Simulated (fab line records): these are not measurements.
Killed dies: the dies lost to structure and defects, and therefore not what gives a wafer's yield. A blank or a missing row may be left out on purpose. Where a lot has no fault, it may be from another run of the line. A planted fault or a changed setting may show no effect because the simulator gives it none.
Chamber matching + flow n5Finfet + N5_BEOL_M8_DESCUM_16 on rieDiel-05 has 4 sister chambers
The step chemistry O2, time 7.9 s. 16 wafers are shown with their chamber, then 8 later ones without.

EACH WAFER AND ITS CHAMBER
| wafer  | chamber | throttleValvePct (%) | showerheadPlenumPTorr (Torr) | drypumpMotorCurrentA (A) |
|--------|---------|----------------------|------------------------------|--------------------------|
| L074.1 | 1       | 20.06                | 2.12                         | 5.9                      |
| L074.4 | 0       | 20.43                | 2.17                         | 5.7                      |
| L074.5 | 3       | 20.58                | 2.04                         | 5.7                      |
| L081.1 | 2       | 20.19                | 2.06                         | 5.8                      |
| L081.3 | 3       | 20.59                | 2.03                         | 5.6                      |
| L081.6 | 0       | 20.44                | 2.17                         | 5.7                      |
| L085.2 | 3       | 20.61                | 2.03                         | 5.7                      |
| L085.3 | 2       | 20.22                | 2.05                         | 5.8                      |
| L085.4 | 1       | 20.08                | 2.11                         | 5.9                      |
| L088.1 | 0       | 20.48                | 2.16                         | 5.7                      |
| L088.2 | 1       | 20.07                | 2.11                         | 5.9                      |
| L088.3 | 2       | 20.24                | 2.05                         | 5.8                      |
| L088.4 | 3       | 20.62                | 2.03                         | 5.6                      |
| L088.5 | 0       | 20.47                | 2.16                         | 5.7                      |
| L088.6 | 3       | 20.61                | 2.03                         | 5.6                      |
| L087.2 | 1       | 20.09                | 2.11                         | 5.9                      |

SIGNATURES (averages over the wafers above)
| reading               | chamber 0 | chamber 1 | chamber 2 | chamber 3 | scatter within a chamber |
|-----------------------|-----------|-----------|-----------|-----------|--------------------------|
| throttleValvePct      | 20.4550   | 20.0750   | 20.2167   | 20.6020   | 0.0195                   |
| showerheadPlenumPTorr | 2.1650    | 2.1125    | 2.0533    | 2.0320    | 0.00518                  |
| drypumpMotorCurrentA  | 5.700     | 5.900     | 5.800     | 5.640     | 0.0316                   |
Rule: a wafer's distance from a chamber is the root of the sum, over the readings, of the square of ((its reading less the chamber's mean) divided by the reading's scatter). If the next closest chamber is less than 2 further off than the closest, the wafer can't be placed; otherwise it belongs to the closest. The scatter: take each reading less its chamber's mean, square it, sum over the shown wafers, divide by the number of wafers less the number of chambers, and take the root.

WAFERS WHOSE CHAMBER IS MISSING
| wafer  | throttleValvePct (%) | showerheadPlenumPTorr (Torr) | drypumpMotorCurrentA (A) |
|--------|----------------------|------------------------------|--------------------------|
| L087.4 | 20.25                | 2.05                         | 5.8                      |
| L087.5 | 20.49                | 2.16                         | 5.7                      |
| L095.2 | 20.26                | 2.05                         | 5.8                      |
| L095.4 | 20.66                | 2.02                         | 5.6                      |
| L095.6 | 20.11                | 2.11                         | 5.9                      |
| L096.3 | 20.66                | 2.02                         | 5.6                      |
| L096.4 | 20.11                | 2.11                         | 5.9                      |
| L096.5 | 20.26                | 2.05                         | 5.8                      |

EACH ONE'S CHAMBER
| wafer  | from the rows above | in truth |
|--------|---------------------|----------|
| L087.4 | 2                   | 2        |
| L087.5 | 0                   | 0        |
| L095.2 | 2                   | 2        |
| L095.4 | 3                   | 3        |
| L095.6 | 1                   | 1        |
| L096.3 | 3                   | 3        |
| L096.4 | 1                   | 1        |
| L096.5 | 2                   | 2        |
Placed correctly: 8 of 8. Left unplaced by these rows: 0. Number placed wrongly: 0.
